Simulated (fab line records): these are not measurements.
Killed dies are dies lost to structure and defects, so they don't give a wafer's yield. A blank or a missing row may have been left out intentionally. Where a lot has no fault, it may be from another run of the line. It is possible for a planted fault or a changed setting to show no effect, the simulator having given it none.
A struck lot beside a sound one    flow nand-harc    15 out of 1159 route steps
Sound: these wafers, L117.1, L117.3, L117.6. Struck: wafer L124.2. (L124.3, L124.4 of the same lot were not struck and are left out.) The cause comes at the end.
For every step that has rows: the tool of each side, followed by ch and its chambers, followed by its first start. Under that, the readings that differ: sound wafers    struck wafers    difference of the means    sigmas: that difference in standard deviations of wafers without a fault.
alike: same words and numbers on both sides, and readings whose means sit less than 2 such deviations apart. not compared: any withheld reading, any reading some wafer has no value for, any bound like >300 that may hide the same value, and any number with overlapping values for which the record gives no deviation.
Wherever a step has rows on one side only, a row that says differs or no value, or a row with sigmas, the two part there. Numbers that have no deviation but don't overlap get no sigmas and don't part them. A reading that every wafer of one side lacks parts them only if that side has two wafers or more.

first, 1 step without rows for these wafers: NHARC_A_CHANNEL_HOLE_D1_STRIP_43 (strips in O2/COS).
NHARC_A_CHANNEL_HOLE_D1_ETCH_44: etches the open film in CF4/O2, target depth 140 nm, overetch 14 nm, time 77 s.
  sound on rie-diel-02 ch 0,1, day 12 03:29; struck on rie-diel-07 ch 1, day 13 16:13
  alike: drypump-motor-current-A, oes-product-au, rf-vpp-V, showerhead-plenum-p-Torr, throttle-valve-pct
  not compared: rf-hours-counter-h
then, 3 steps without rows for these wafers: NHARC_A_CHANNEL_HOLE_D1_STRIP_27 (strips in O2); NHARC_A_CHANNEL_HOLE_D1_PRECLEAN_28 (cleans in SC1); NHARC_A_CHANNEL_HOLE_D1_SRD_29.
NHARC_A_CHANNEL_HOLE_D1_CD_MEAS_30:
  sound on cd-sem-01 at day 12 04:17; struck on cd-sem-02 at day 13 17:02
  alike: cd-nm
NHARC_A_CHANNEL_HOLE_D1_XSEM_31:
  sound on xsem-01 ch 0, day 12 04:22; struck on xsem-01 ch 0, day 13 17:07
reading      sound           struck  difference  sigmas
bow-nm (nm)  8.56 8.55 8.56  9.10    +0.54       +2
  alike: bot-cd-nm, tilt-deg
NHARC_A_CHANNEL_HOLE_D1_INSPECT_40:
  sound on defect-inspect-02 at day 12 04:29; struck on defect-inspect-01 at day 13 17:13
  alike: raw-defect-count
then, 2 steps without rows for these wafers: NHARC_A_CHANNEL_FILL_D1_PRECLEAN_00 (cleans in SC1); NHARC_A_CHANNEL_FILL_D1_SRD_01.
NHARC_A_CHANNEL_FILL_D1_ALD_02: deposits SiO2, target thk 6 nm, pulse time 10 s, ald cycles 60.
  sound on ald-hk-03 ch 1,3, day 12 07:13; struck on ald-hk-01 ch 2, day 13 17:28
  alike: heater-power-w, precursor-pulse-height-rel
  not compared: ald-cycles, since-wet-clean-h
NHARC_A_CHANNEL_FILL_D1_ALD_03: deposits SiNx, target thk 6 nm, pulse time 60 s, ald cycles 58.
  sound on ald-sin-batch-03 ch 0; struck on ald-sin-batch-02 ch 0
  alike: precursor-pulse-height-rel
  not compared: ald-cycles
NHARC_A_CHANNEL_FILL_D1_ALD_14: deposits SiO2, target thk 2.5 nm, pulse time 10 s, ald cycles 25.
  sound on ald-hk-01 ch 1,2,3, day 12 15:11; struck on ald-hk-01 ch 3, day 14 00:34
reading     sound     struck  difference  sigmas
ald-cycles  25 25 25  21      -4          
  alike: heater-power-w, precursor-pulse-height-rel
  not compared: since-wet-clean-h
NHARC_A_CHANNEL_FILL_D1_ALD_15: deposits SiNx, target thk 2 nm, pulse time 60 s, ald cycles 19.
  sound on ald-sin-batch-03 ch 0; struck on ald-sin-batch-02 ch 0
  alike: precursor-pulse-height-rel
  not compared: ald-cycles
following that, these wafers have no rows for 1 step: NHARC_END_SORT_01.

== WHERE THEY PART ==
NHARC_A_CHANNEL_HOLE_D1_XSEM_31 only, going by this record. Later steps at which nothing parts them and some readings are alike: NHARC_A_CHANNEL_HOLE_D1_INSPECT_40, NHARC_A_CHANNEL_FILL_D1_ALD_02, NHARC_A_CHANNEL_FILL_D1_ALD_03, NHARC_A_CHANNEL_FILL_D1_ALD_14, NHARC_A_CHANNEL_FILL_D1_ALD_15.

WHY: what the simulator had put in
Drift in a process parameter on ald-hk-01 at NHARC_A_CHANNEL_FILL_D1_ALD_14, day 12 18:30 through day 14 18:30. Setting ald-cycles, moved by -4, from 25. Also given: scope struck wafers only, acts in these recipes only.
